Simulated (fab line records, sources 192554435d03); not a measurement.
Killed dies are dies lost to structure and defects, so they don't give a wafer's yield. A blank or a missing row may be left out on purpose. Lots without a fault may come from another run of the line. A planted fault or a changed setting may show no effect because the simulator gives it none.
fab line records | flow n5_finfet
record lots=10 wafers=30 last_day=17
route steps=1938 shown DUMMY_GATE@218 BEOL_M4@1111 PASSIVATION@1936
lots that met no fault: from a run of the same line without faults
start_h: hours from the record's first day to the start of the lot's first wafer shown | wait_h: hours since the lot's step before | " the same as in the row above | L1.1+2: a row that stands for several wafers | - no value, or no start given | * or withheld: withheld | < > ~ a bound
route shown NAME@n: a module of which the file shows steps, and the number in the route of the first | usual: mean/standard deviation of fault-free wafers | same: alike in all rows | chamber/n: place in a boat | sites: the reading at each site | _std_site: their standard deviation | _edge_site: outer sites' mean less inner sites' | radius_mm: how far each site lies from the wafer's centre | mask NAME#n: copy n | behind: the tool/chamber that last shaped the wafer | hold: why the lot was held/for how many hours/how that ended | device: the transistor (n, p or np) that didn't switch | end of line: the same wafers' tests at the end of the route | a step without rows: its recipe alone | killed: dies lost to structure and defects at the first sort, not the wafer's yield | map: a wafer's dies, x killed, . not, _ none there
set.NAME: the setting as run; set.NAME@STEP: as run at that earlier step | model.NAME: the simulator's own value behind a step, which no gauge read
steps of the route over a sample of lots; a table a step, a row a wafer
services: from which hour (start_h, from the record's first day; less than 0 if before it) a tool's chamber was out of use, for how many hours, and why
## steps
# step N5_DUMMY_GATE_CMP_04
# recipe material=a-Si post_cmp_clean=alkaline_brush
# usual motor_current_A=10.3/1.2 time_to_endpoint_s=13.6/2.4
# columns lot.wafer tool chamber start_h wait_h motor_current_A time_to_endpoint_s
L128.1 cmp-04 2 50.03 0.0 9.3 18.0
L128.3 " 3 " " 11.9 14.3
L128.6 " 3 " " 11.7 16.5
L129.1 cmp-04 2 53.04 0.0 8.8 14.9
L129.4 " 1 " " 10.1 14.7
L129.6 " 3 " " 12.4 11.3
L134.3 cmp-01 3 86.52 0.1 12.3 8.2
L134.6 " 1 " " 9.6 16.6
L134.5 " 2 " " 9.2 9.5
L138.3 cmp-01 3 110.00 0.0 12.1 12.8
L138.1 " 1 " " 9.2 17.6
L138.2 " 2 " " 9.3 9.0
L139.2 cmp-01 2 115.84 0.3 9.4 11.9
L139.4 " 3 " " 12.6 11.7
L139.1 " 0 " " 10.5 10.0
L140.1 cmp-04 0 122.09 0.1 10.3 13.4
L140.5 " 2 " " 9.3 14.5
L140.6 " 3 " " 11.7 14.2
L145.2 cmp-01 3 152.73 0.0 12.0 12.3
L145.1 " 1 " " 9.6 17.1
L145.4 " 2 " " 9.1 12.6
L146.2 cmp-04 3 155.24 0.2 12.2 11.8
L146.5 " 3 " " 11.8 13.9
L146.6 " 0 " " 10.2 13.7
L148.2 cmp-01 3 168.24 0.0 11.4 13.5
L148.1 " 1 " " 9.6 15.7
L148.6 " 3 " " 11.7 11.7
L149.2 cmp-03 2 175.05 0.1 9.4 15.8
L149.1 " 0 " " 9.4 16.0
L149.5 " 1 " " 8.8 16.7
# step N5_DUMMY_GATE_STRIP_40
# recipe chemistry=CF4 resist=SiARC power_w=300 bias_power_w=75 pressure_mtorr=50 cf4_flow_sccm=150 rf_frequency_hz=6e+07
# usual cf4_flow_sccm=150.0/0.42 drypump_motor_current_A=5.5/0.45 oes_product_au=0.75/0.083 rf_fwd_power_W=292.6/0.96 rf_vpp_V=271.5/1.6 showerhead_plenum_p_Torr=1.81/0.058 throttle_valve_pct=13.60/0.19
# columns lot.wafer tool chamber start_h wait_h cf4_flow_sccm drypump_motor_current_A oes_product_au rf_fwd_power_W rf_hours_counter_h rf_vpp_V showerhead_plenum_p_Torr throttle_valve_pct
L128.1 rie_diel-01 0 56.86 0.1 149.9 5.3 0.87 291.7 36 274.7 1.89 13.38
L128.3 " 1 " " 149.5 5.9 0.70 294.4 219 271.7 1.76 13.48
L128.6 " 1 " " 149.9 6.0 0.70 294.5 - 270.0 1.76 13.49
L129.1 rie_diel-01 3 58.68 0.1 149.9 5.7 0.72 291.9 157 271.7 1.88 13.62
L129.4 " 2 " " 149.5 5.4 0.74 291.6 138 270.7 1.79 13.64
L129.6 " 3 " " 149.3 5.7 0.72 290.9 - 271.7 1.88 13.61
L134.3 rie_diel-01 3 91.59 0.1 149.8 5.7 0.70 294.2 168 271.7 1.88 13.64
L134.5 " 1 " " 150.9 6.0 0.69 292.0 - 270.7 1.76 13.50
L134.6 " 2 " " 149.5 5.4 0.73 292.5 - 271.7 1.78 13.65
L138.1 rie_diel-04 1 115.11 0.1 150.4 5.1 0.69 292.0 228 271.5 1.84 13.62
L138.2 " 3 " " 150.2 5.9 0.71 293.6 192 270.4 1.73 14.02
L138.3 " 0 " " 149.6 5.4 0.68 291.3 260 270.4 1.77 13.87
L139.1 rie_diel-04 3 120.86 0.1 149.8 5.9 0.71 292.9 194 269.2 1.73 14.04
L139.2 " 1 " " 150.2 5.1 0.70 293.8 230 272.8 1.84 13.61
L139.4 " 3 " " 149.7 5.9 0.71 291.8 - 270.0 1.73 14.02
L140.1 rie_diel-04 2 127.07 0.1 149.7 4.7 0.94 293.1 5 273.0 1.92 13.31
L140.5 " 3 " " 150.1 6.0 0.71 292.5 - 269.6 1.73 14.03
L140.6 " 2 " " 150.4 4.7 0.93 293.4 - 273.5 1.92 13.33
L145.1 rie_diel-02 2 157.77 0.1 151.0 5.1 0.72 293.9 198 270.5 1.78 13.49
L145.2 " 1 " " 149.7 5.6 0.75 294.8 151 272.0 1.88 13.79
L145.4 " 0 " " 150.5 6.5 0.67 293.2 242 272.6 1.82 13.51
L146.2 rie_diel-01 0 160.36 0.1 149.4 5.3 0.83 291.8 70 272.7 1.88 13.46
L146.5 " 3 " " 150.1 5.7 0.70 294.9 - 271.9 1.87 13.68
L146.6 " 2 " " 150.6 5.4 0.72 294.7 - 269.6 1.78 13.70
L148.1 rie_diel-01 3 173.52 0.2 150.0 5.7 0.70 294.5 192 273.0 1.87 13.70
L148.2 " 1 " " 149.5 6.0 0.99 292.2 1 269.3 1.75 12.96
L148.6 " 3 " " 150.1 5.7 0.69 293.3 - 271.3 1.87 13.69
L149.1 rie_diel-02 1 180.19 0.1 150.7 5.6 0.73 292.5 158 273.6 1.88 13.80
L149.2 " 3 " " 150.0 4.9 0.86 291.6 41 268.9 1.77 13.59
L149.5 " 1 " " 150.2 5.6 0.73 291.8 - 271.4 1.88 13.83
# step N5_DUMMY_GATE_ETCH_23
# recipe chemistry=HBr/Cl2/O2 HBr_flow_sccm=150 Cl2_flow_sccm=80 O2_flow_sccm=12 bias_w=102 target_depth_a=410 time_s=22.3 target=poly-Si mask_material=SiO2 pressure_mtorr=10 icp_w=800
# usual HBr_flow_sccm=150.1/0.45 O2_flow_sccm=12.00/0.035 drypump_motor_current_A=5.80/0.26 oes_product_au=0.994/0.016 rf_fwd_power_W=794.5/2.8 throttle_valve_pct=37.4/0.35
# columns lot.wafer tool chamber start_h wait_h HBr_flow_sccm O2_flow_sccm drypump_motor_current_A oes_product_au rf_fwd_power_W rf_hours_counter_h throttle_valve_pct
L128.1 rie_si-06 0 57.62 0.0 149.7 12.00 5.90 1.022 795.4 7 38.0
L128.3 " 1 " " 150.7 11.99 5.90 0.975 796.9 161 37.6
L128.6 " 0 " " 149.3 11.99 5.91 1.018 791.9 - 38.1
L129.1 rie_si-06 1 59.22 0.0 150.7 11.99 5.83 0.984 794.2 161 37.6
L129.4 " 0 " " 149.7 11.98 5.93 1.019 789.1 - 38.0
L129.6 " 1 " " 150.2 12.02 5.82 0.978 793.1 - 37.6
L134.3 rie_si-01 3 91.97 0.0 149.8 12.02 5.92 0.995 794.9 112 37.4
L134.5 " 1 " " 150.1 12.01 5.99 1.005 790.3 - 37.3
L134.6 " 0 " " 150.2 12.01 5.79 1.009 797.5 - 37.9
L138.1 rie_si-02 0 115.68 0.0 - - - - - - -
L138.2 " 3 " " - - - - - - -
L138.3 " 2 " " - - - - - - -
L139.1 rie_si-02 2 121.23 0.0 - - - - - - -
L139.2 " 3 " " - - - - - - -
L139.4 " 0 " " - - - - - - -
L140.1 rie_si-06 3 127.45 0.0 - - - - - - -
L140.5 " 0 " " - - - - - - -
L140.6 " 1 " " - - - - - - -
L145.1 rie_si-06 3 158.30 0.0 150.0 12.03 6.20 0.976 795.5 103 37.0
L145.2 " 0 " " 150.0 11.96 5.92 1.036 795.7 9 38.1
L145.4 " 1 " " 150.5 11.99 5.84 0.987 792.3 163 37.6
L146.2 rie_si-02 1 160.73 0.0 151.2 11.99 5.84 1.007 787.5 186 37.1
L146.5 " 0 " " 150.1 12.01 5.24 0.975 797.6 - 37.4
L146.6 " 1 " " 151.1 11.97 5.82 1.008 787.1 - 37.1
L148.1 rie_si-06 0 173.89 0.0 149.8 11.99 5.91 1.024 792.5 10 38.0
L148.2 " 3 " " 149.9 12.04 6.17 0.983 793.2 103 37.0
L148.6 " 1 " " 149.5 12.02 5.81 0.981 794.4 - 37.7
L149.1 rie_si-06 2 180.80 0.0 149.7 11.94 6.03 0.995 793.9 9 37.2
L149.2 " 0 " " 150.2 12.04 5.90 1.029 790.9 10 38.1
L149.5 " 0 " " 149.8 12.02 5.94 1.027 796.6 - 38.0
# step N5_DUMMY_GATE_ETCH_44
# recipe chemistry=HBr/O2 over_etch_frac=0.7 target_depth_a=1275 stop_on=SiO2 ion_energy_ev=60 bias_w=20 target=poly-Si mask_material=SiO2 pressure_mtorr=20 icp_w=400 HBr_flow_sccm=120 O2_flow_sccm=10
# usual HBr_flow_sccm=120.0/0.38 O2_flow_sccm=10.000/0.029 drypump_motor_current_A=5.80/0.26 oes_product_au=0.727/0.013 rf_fwd_power_W=398.2/1.4 throttle_valve_pct=18.60/0.24
# columns lot.wafer tool chamber start_h wait_h HBr_flow_sccm O2_flow_sccm drypump_motor_current_A oes_product_au rf_fwd_power_W rf_hours_counter_h throttle_valve_pct
L128.1 rie_si-06 0 57.68 0.0 119.8 9.931 5.93 0.749 398.2 7 19.00
L128.3 " 1 " " 120.1 9.968 5.83 0.728 400.6 161 18.65
L128.6 " 0 " " 119.3 9.965 5.94 0.751 398.9 - 19.00
L129.1 rie_si-06 1 59.28 0.0 120.3 9.966 5.83 0.722 399.0 161 18.65
L129.4 " 0 " " 120.1 9.970 5.92 0.752 396.8 - 19.01
L129.6 " 1 " " 120.2 9.966 5.85 0.726 399.4 - 18.66
L134.3 rie_si-01 3 92.02 0.0 120.3 10.056 5.93 0.708 399.2 112 18.57
L134.5 " 1 " " 119.5 10.040 5.99 0.727 400.1 - 18.36
L134.6 " 0 " " 120.1 10.016 5.73 0.742 399.5 - 18.88
L138.1 rie_si-02 0 115.73 0.0 120.1 9.999 5.23 0.728 397.5 68 18.76
L138.2 " 3 " " 120.4 10.031 5.79 0.694 398.9 24 18.34
L138.3 " 2 " " 120.3 9.947 5.85 0.713 401.2 42 18.53
L139.1 rie_si-02 2 121.29 0.0 119.8 9.974 5.86 0.704 398.1 42 18.54
L139.2 " 3 " " 120.4 10.009 5.83 0.701 395.1 24 18.35
L139.4 " 0 " " 120.3 10.025 5.24 0.715 397.4 69 18.78
L140.1 rie_si-06 3 127.51 0.0 120.1 9.990 6.20 0.723 397.8 102 18.13
L140.5 " 0 " " 119.7 9.953 5.91 0.740 397.6 - 19.00
L140.6 " 1 " " 120.0 10.044 5.80 0.723 399.3 - 18.65
L145.1 rie_si-06 3 158.36 0.0 120.2 9.994 6.20 0.724 397.0 103 18.10
L145.2 " 0 " " 120.6 10.010 5.93 0.748 398.7 9 19.01
L145.4 " 1 " " 120.2 10.024 5.85 0.714 397.0 163 18.65
L146.2 rie_si-02 1 160.79 0.0 119.9 9.974 5.77 0.733 396.6 186 18.54
L146.5 " 0 " " 119.4 10.004 5.23 0.713 398.6 - 18.76
L146.6 " 1 " " 119.6 9.980 5.82 0.735 396.8 - 18.55
L148.1 rie_si-06 0 173.95 0.0 120.1 9.969 5.92 0.744 396.2 10 19.01
L148.2 " 3 " " 120.2 9.965 6.20 0.726 397.1 103 18.10
L148.6 " 1 " " 119.9 9.992 5.83 0.725 398.9 - 18.65
L149.1 rie_si-06 2 180.86 0.0 119.5 10.033 6.05 0.736 399.1 9 18.60
L149.2 " 0 " " 119.9 9.985 5.91 0.751 397.3 10 19.02
L149.5 " 0 " " 120.1 10.001 5.92 0.757 396.0 - 19.03
# step N5_BEOL_M4_RC_MEAS_101
# usual DIBL_N=35.8/1.8 DIBL_P=35.6/2 IOFF_N=0.148/0.028 IOFF_P=0.20/0.034 ION_N=672/12 ION_P=462/8.5 SS_N=71.2/0.65 SS_P=73.1/0.67 VT_N=251/3.3 VT_P=-251/3.8
# columns lot.wafer tool chamber start_h wait_h DIBL_N[mV/V] DIBL_P[mV/V] IOFF_N[nA/um] IOFF_P[nA/um] ION_N[uA/um] ION_P[uA/um] SS_N[mV/dec] SS_P[mV/dec] VT_N[mV] VT_P[mV]
L129.1 prober-01 0 168.26 0.0 35.3 35.9 0.161 0.22 685 471 71.8 73.3 252 -248
L129.4 " 0 " " 34.6 34.8 0.154 0.20 675 462 71.3 73.1 250 -248
L129.6 " 0 " " 35.5 35.3 0.159 0.22 682 471 72.4 72.5 252 -248
L128.1 prober-01 0 170.97 0.0 37.7 38.6 0.156 0.22 647 451 72.1 73.9 252 -247
L128.3 " 0 " " 36.9 36.7 0.151 0.20 672 461 70.9 72.5 252 -248
L128.6 " 0 " " 36.8 37.4 0.145 0.21 674 464 70.4 73.5 250 -248
L134.3 prober-01 0 202.41 0.3 38.1 36.8 0.191 0.26 692 481 71.9 72.9 247 -244
L134.5 " 0 " " 37.8 36.6 0.178 0.26 686 475 71.9 73.2 247 -242
L134.6 " 0 " " 37.9 36.3 0.174 0.23 685 468 71.4 73.2 248 -246
L145.1 prober-01 0 267.31 0.0 38.5 39.8 0.191 0.25 679 463 72.1 73.7 248 -248
L145.2 " 0 " " 35.8 34.5 0.137 0.17 663 454 71.6 73.0 252 -252
L145.4 " 0 " " 35.6 36.1 0.146 0.18 683 466 71.5 73.1 251 -255
L146.2 prober-02 0 273.91 0.2 36.9 35.4 0.152 0.17 679 453 70.9 73.3 251 -255
L146.5 " 0 " " 36.9 36.1 0.153 0.18 675 451 71.9 72.9 252 -254
L146.6 " 0 " " 35.5 35.7 0.140 0.18 682 465 71.0 73.2 251 -252
L148.1 prober-01 0 290.31 0.0 38.6 41.2 0.200 0.27 678 464 72.5 74.2 245 -247
L148.2 " 0 " " 37.8 39.5 0.181 0.24 684 462 71.2 73.9 247 -249
L148.6 " 0 " " 38.0 39.9 0.183 0.25 682 472 72.0 74.1 250 -247
L149.1 prober-02 0 306.87 0.0 35.8 35.0 0.147 0.19 677 463 71.3 72.4 250 -248
L149.2 " 0 " " 38.4 37.4 0.197 0.24 691 478 71.6 72.5 246 -247
L149.5 " 0 " " 35.3 33.1 0.138 0.18 682 464 71.0 71.9 254 -250
# step N5_PASSIVATION_PROBE_49
# usual defect_limited_yield=91.3/1.5 killed_at_M0_to_M3=34/11 killed_at_M4_up=14/6.1 killed_at_contacts=12/5.9 killed_at_front_end=39/11 killed_at_other=4/3.3 killed_dies=102/18 killed_on_rim=13/3.8 killed_open=67/13 killed_short=33/7.9 sort_bin_5_function=5.1/1 sort_bin_6_memory=3.3/0.7 sort_n_pass=1077/19 sort_yield_pct=91.3/1.6
# same gross_dies=1180 killed_at_back_side=0 sort_bin_4_leakage[%]=0 sort_bin_8_speed[%]=0
# columns lot.wafer tool chamber start_h wait_h defect_limited_yield[%] killed_at_M0_to_M3 killed_at_M4_up killed_at_contacts killed_at_front_end killed_at_other killed_dies killed_on_rim killed_open killed_short sort_bin_5_function[%] sort_bin_6_memory[%] sort_n_pass sort_yield_pct[%]
L138.1 prober-01 - 328.07 0.0 0 48 8 6 1113 5 1180 152 70 33 96.9 2.8 0 0
L138.2 prober-01 - 328.12 0.1 0 50 14 17 1078 21 1180 152 94 48 94.9 4.7 0 0
L138.3 prober-01 - 328.17 0.1 0 59 13 16 1083 9 1180 152 80 41 95.2 4.2 0 0
# killed by level:class
L138.1 DUMMY_GATE:area_etch=1076 BEOL_M0_SAQP:geometric_particle:open=12 GATE_CUT:geometric_particle:open=12 BEOL_M1:geometric_particle:open=8 BEOL_M0:geometric_particle:open=7 FIN_SAQP:geometric_particle:open=6 BEOL_M0_SAQP:geometric_particle:short=6 BEOL_M1:geometric_particle:short=6
L138.2 DUMMY_GATE:area_etch=1038 MOL_CONTACT_COAG:geometric_particle:open=14 BEOL_M0_SAQP:geometric_particle:short=11 STI_FIN_REVEAL:geometric_particle:open=9 BEOL_M1:geometric_particle:open=9 BEOL_M0_SAQP:geometric_particle:open=9 BEOL_M3:geometric_particle:open=7 FIN_SAQP:geometric_particle:open=5
L138.3 DUMMY_GATE:area_etch=1059 MOL_CONTACT_COAG:geometric_particle:open=13 BEOL_M0_SAQP:geometric_particle:open=13 BEOL_M0_SAQP:geometric_particle:short=11 BEOL_M3:geometric_particle:open=11 BEOL_M1:geometric_particle:open=10 BEOL_M1:geometric_particle:short=7 DUMMY_GATE:geometric_particle:open=5
## services
# columns tool chamber start_h hours kind
cmp-01 - 27.00 2.5 repair
rie_diel-02 3 32.22 3.4 repair
rie_si-06 3 41.44 53.8 repair
rie_diel-01 0 42.37 4.5 repair
cmp-03 - 43.10 10.5 pm
rie_diel-04 - 44.68 15.6 pm
cmp-04 - 47.95 0.6 repair
rie_diel-01 0 51.11 3.1 repair
rie_diel-02 2 57.22 10.9 repair
rie_si-01 1 59.49 1.5 repair
cmp-03 - 62.08 2.5 repair
cmp-03 - 66.63 4.0 repair
rie_diel-02 - 84.23 0.9 repair
rie_diel-02 2 87.37 1.3 repair
cmp-03 - 88.78 63.6 repair
rie_diel-02 1 89.59 5.3 repair
cmp-01 - 90.69 0.4 repair
rie_diel-01 1 91.99 3.6 repair
rie_diel-02 2 94.72 4.8 repair
cmp-04 - 103.78 12.7 repair
cmp-04 - 146.70 6.9 pm
cmp-03 - 152.41 4.0 pm
cmp-01 - 153.65 4.2 pm
cmp-01 - 157.95 2.1 repair
## key
first_sign step=N5_DUMMY_GATE_ETCH_23 reading=tool_record direction=missing
effect step=N5_PASSIVATION_PROBE_49 reading=killed_at_front_end direction=up sigmas=99+ usual=39 struck=1091
more_kills_born_at N5_DUMMY_GATE_ETCH_23@rie_si-02=3173
met_at N5_DUMMY_GATE_ETCH_23
struck_lots L138,L139,L140
rows_end L139.1,L139.2,L139.4,L140.1,L140.5,L140.6
later_rows_left_out L138.1,L138.2,L138.3
not_acting_at N5_DUMMY_GATE_CMP_04,N5_DUMMY_GATE_STRIP_40,N5_DUMMY_GATE_ETCH_44
onset_between 59.22 115.68
fault kind=skipped_step_whole tool=rie_si-02,rie_si-06 chamber=- onset_h=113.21 steps=N5_DUMMY_GATE_ETCH_23 scope=struck_lots_only
# later_rows_left_out: the simulator's readings of these wafers behind a module that went badly wrong aren't trusted and aren't shown, but for the sort
# rows_end: these wafers met a further fault down the route, and their rows from its step on are left out
